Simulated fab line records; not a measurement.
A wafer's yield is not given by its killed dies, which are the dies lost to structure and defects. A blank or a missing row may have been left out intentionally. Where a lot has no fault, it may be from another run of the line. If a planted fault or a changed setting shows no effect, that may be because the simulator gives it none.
Chamber matching	flow n5Finfet	N5_BEOL_M3_DEP_57 on pecvd-04: 3 sister chambers
The step deposits SiCN from 3MS/NH3, target thk 8 nm, time 14 s. 3 wafers are shown with their chamber, then 7 later ones without.

EACH WAFER AND ITS CHAMBER
wafer	chamber	throttleValvePct (%)
L090.2	2	8.5
L091.2	0	9.7
L091.3	1	9.9

WAFERS MISSING THEIR CHAMBER
wafer	throttleValvePct (%)
L091.4	8.7
L093.1	8.3
L093.5	9.8
L093.6	9.7
L096.1	9.9
L096.3	8.6
L096.5	9.7

CHAMBER TAKEN BY EACH
wafer	from the rows above	in truth
L091.4	2	2
L093.1	2	2
L093.5	can't be placed: 1 or 0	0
L093.6	can't be placed: 0 or 1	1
L096.1	can't be placed: 1 or 0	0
L096.3	2	2
L096.5	can't be placed: 0 or 1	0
Placed correctly: 3 of 7. Not placeable from these rows: 4 (in 4, the candidates include the true chamber). 0 placed wrongly.
How it was worked out, from the rows above alone: a wafer's distance from a chamber is the root of the sum, over the readings, of the square of ((its reading less the chamber's mean) divided by the reading's scatter). The wafer belongs to the nearest chamber; if the next one is less than 2 further off, it can't be placed. For every chamber, the mean is computed from those of its wafers that are shown. The scatter: with one shown wafer a chamber, the root of the mean of the squares of how far each hidden wafer lies from its nearest shown one.
